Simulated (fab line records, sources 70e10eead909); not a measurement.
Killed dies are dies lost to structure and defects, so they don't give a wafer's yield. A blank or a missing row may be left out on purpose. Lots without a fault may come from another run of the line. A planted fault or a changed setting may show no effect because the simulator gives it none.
Chamber matching | flow nand_harc | NHARC_A_M1_PRE_CLEAN_32 on pecvd-03: 3 sister chambers
The step time 12 s. 6 wafers are shown with their chamber, then 8 later ones without.

WAFERS WITH THEIR CHAMBER
wafer  | chamber | heater_power_w (W)
L082.5 | 1       | 639
L084.3 | 1       | 621
L084.5 | 0       | 680
L086.2 | 0       | 613
L086.4 | 2       | 710
L091.1 | 2       | 793

WAFERS WITHOUT THEIR CHAMBER
wafer  | heater_power_w (W)
L091.2 | 605
L091.3 | 693
L090.1 | 631
L090.3 | 683
L090.4 | 693
L096.1 | 746
L096.3 | 785
L096.4 | 623

WHICH CHAMBER EACH WENT THROUGH
wafer  | from the rows above          | in truth
L091.2 | can't be placed: 1 or 0      | 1
L091.3 | can't be placed: 0 or 2 or 1 | 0
L090.1 | can't be placed: 1 or 0      | 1
L090.3 | can't be placed: 0 or 1 or 2 | 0
L090.4 | can't be placed: 0 or 2 or 1 | 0
L096.1 | 2                            | 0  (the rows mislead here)
L096.3 | 2                            | 2
L096.4 | can't be placed: 1 or 0      | 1
Placed correctly: 1 of 8. Can't be placed from these rows: 6 (the true chamber is among the candidates in 6). Placed wrongly: 1.
How it was worked out, from the rows above alone: a wafer's distance from a chamber is the root of the sum, over the readings, of the square of ((its reading less the chamber's mean) divided by the reading's scatter). The wafer belongs to the nearest chamber; if the next one is less than 2 further off, it can't be placed. A chamber's mean is the mean of its shown wafers. The scatter: the root of (the sum of the squares of (reading less its chamber's mean) over the shown wafers, divided by (wafers less chambers)).
